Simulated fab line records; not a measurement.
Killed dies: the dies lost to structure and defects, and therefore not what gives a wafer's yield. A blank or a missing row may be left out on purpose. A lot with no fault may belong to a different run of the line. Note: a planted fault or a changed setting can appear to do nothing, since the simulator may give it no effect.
Chamber matching    flow n5_finfet    N5_BEOL_M4_PRE_CLEAN_60 on cvd_co-02: 3 sister chambers
The step time 15 s. 3 wafers are shown with their chamber, then 7 later ones without.

EACH WAFER AND ITS CHAMBER
wafer   chamber  heater_power_w (W)
L908.5  2        130
L910.1  0        83
L910.3  1        104

WAFERS WITHOUT THEIR CHAMBER
wafer   heater_power_w (W)
L910.5  135
L914.1  102
L914.5  136
L914.6  102
L915.2  135
L915.4  103
L915.6  135

WHICH CHAMBER EACH WENT THROUGH
wafer   from the rows above  in truth
L910.5  2                    2
L914.1  1                    1
L914.5  2                    2
L914.6  1                    1
L915.2  2                    2
L915.4  1                    1
L915.6  2                    2
Correct placement for 7 of the 7. Can't be placed from these rows: 0. Placed wrongly: 0.
How it was worked out, from the rows above alone: a wafer's distance from a chamber is the root of the sum, over the readings, of the square of ((its reading less the chamber's mean) divided by the reading's scatter). If the next closest chamber is less than 2 further off than the closest, the wafer can't be placed; otherwise it belongs to the closest. A chamber's mean is the mean of its shown wafers. The scatter (one wafer shown for each chamber): square how far every hidden wafer sits from the nearest shown wafer, average those squares and take the square root.
